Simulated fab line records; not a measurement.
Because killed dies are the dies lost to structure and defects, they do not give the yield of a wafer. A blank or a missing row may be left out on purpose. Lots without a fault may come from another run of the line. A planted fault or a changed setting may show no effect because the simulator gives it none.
Which of the tools did it? + flow nand harc + 12 lots, 36 wafers sampled, at 5 steps of a route of 1159

## WHAT THE GAUGES SHOWED, per wafer
NHARC_P_M0_INSPECT_27.
| lot  | measured     | on                | raw defect count |
|------|--------------|-------------------|------------------|
| L075 | day 5 21:40  | defect inspect-01 | 224 436 276      |
| L076 | day 6 14:23  | defect inspect-01 | 295 418 369      |
| L080 | day 7 03:43  | defect inspect-02 | 224 229 362      |
| L081 | day 7 18:04  | defect inspect-01 | 290 405 321      |
| L083 | day 8 08:03  | defect inspect-01 | 379 261 277      |
| L085 | day 8 16:38  | defect inspect-02 | 252 153 157      |
| L087 | day 9 11:32  | defect inspect-01 | 295 167 332      |
| L088 | day 9 18:23  | defect inspect-01 | 354 342 259      |
| L091 | day 10 03:37 | defect inspect-01 | 542 429 651      |
| L093 | day 11 00:32 | defect inspect-01 | 284 386 249      |
| L095 | day 11 04:11 | defect inspect-01 | 284 302 413      |
| L097 | day 11 15:12 | defect inspect-01 | 299 322 584      |

## WHAT TOOL EACH LOT RAN ON (gives the tool, then ch and the chambers of the sampled wafers, and finally the start)
| lot  | NHARC_P_GATE_STRIP_95                | NHARC_P_CONTACT_CMP_24        | NHARC_P_M0_PVD_21                       | NHARC_P_M0_CMP_23             |
|------|--------------------------------------|-------------------------------|-----------------------------------------|-------------------------------|
| L075 | plasma asher-02 ch 1, day 5 10:55    | cmp-03 ch 1,2,3, day 5 17:20  | pvd sputter-01, day 5 21:12 or earlier  | cmp-03 ch 0,2, day 5 21:12    |
| L076 | plasma asher-02 ch 0, day 6 03:08    | cmp-01 ch 0,2,3, day 6 10:23  | pvd sputter-01, day 6 13:54 or earlier  | cmp-03 ch 1,2,3, day 6 13:54  |
| L080 | plasma asher-02 ch 0,1, day 6 14:25  | cmp-03 ch 2,3, day 6 23:28    | pvd sputter-02, day 7 03:17 or earlier  | cmp-02 ch 2,3, day 7 03:17    |
| L081 | plasma asher-01 ch 1, day 7 07:20    | cmp-04 ch 0,1,2, day 7 14:04  | pvd sputter-01, day 7 17:36 or earlier  | cmp-04 ch 1,2,3, day 7 17:36  |
| L083 | plasma asher-02 ch 0,1, day 7 21:17  | cmp-03 ch 0,1,3, day 8 03:44  | pvd sputter-03, day 8 07:35 or earlier  | cmp-04 ch 1,2,3, day 8 07:35  |
| L085 | plasma asher-02 ch 0,1, day 8 02:38  | cmp-03 ch 1,2,3, day 8 12:11  | pvd sputter-02, day 8 16:10 or earlier  | cmp-04 ch 0,1, day 8 16:10    |
| L087 | plasma asher-01 ch 0,1, day 8 18:25  | cmp-03 ch 0,1,3, day 9 07:36  | pvd sputter-02, day 9 11:04 or earlier  | cmp-04 ch 2,3, day 9 11:04    |
| L088 | plasma asher-02 ch 0,1, day 9 01:55  | cmp-01 ch 1,3, day 9 14:25    | pvd sputter-01, day 9 17:55 or earlier  | cmp-03 ch 0,1, day 9 17:55    |
| L091 | plasma asher-01 ch 0,1, day 9 10:38  | cmp-04 ch 0,1,2, day 9 23:15  | pvd sputter-03, day 10 03:10 or earlier | cmp-02 ch 0,1,2, day 10 03:10 |
| L093 | plasma asher-01 ch 0,1, day 10 11:41 | cmp-04 ch 1,2, day 10 20:34   | pvd sputter-02, day 11 00:04 or earlier | cmp-02 ch 0,3, day 11 00:04   |
| L095 | plasma asher-01 ch 0,1, day 10 17:40 | cmp-03 ch 1,2,3, day 11 00:07 | pvd sputter-01, day 11 03:43 or earlier | cmp-04 ch 0,1,2, day 11 03:43 |
| L097 | plasma asher-01 ch 1, day 11 04:20   | cmp-01 ch 0,1,3, day 11 10:38 | pvd sputter-01, day 11 14:42 or earlier | cmp-02 ch 1,2,3, day 11 14:42 |
- NHARC_P_GATE_STRIP_95: strips in O2.
- NHARC_P_CONTACT_CMP_24: polishes, t overpolish 30 s, target thk 200 nm.
- NHARC_P_M0_PVD_21: deposits Cu, target thk 30 nm, time 20.49 s.
- NHARC_P_M0_CMP_23: polishes, t overpolish 20 s, target thk 117.53 nm.

## THE ANSWER, worked out from the rows above alone
Rule: the lots themselves supply what counts as usual. The widest of any qualifying gaps counts: lots, ordered by their means at a reading, are off when they make up no more than a third of the lots, leave a main group of 4 or more, and stand apart from it by 3 or more times the standard deviation of that group's means. A main group is skipped when, at the precision printed for the reading in the tables above, its means are all equal. Also off: a lot with no number at a reading for which 4 or more lots have one. Where the step has rows for the other lots, those lots are counted as sound.
No lot is off on any of the readings shown, so nothing can be concluded from this.

## WHAT THE SIMULATOR HAD INSERTED
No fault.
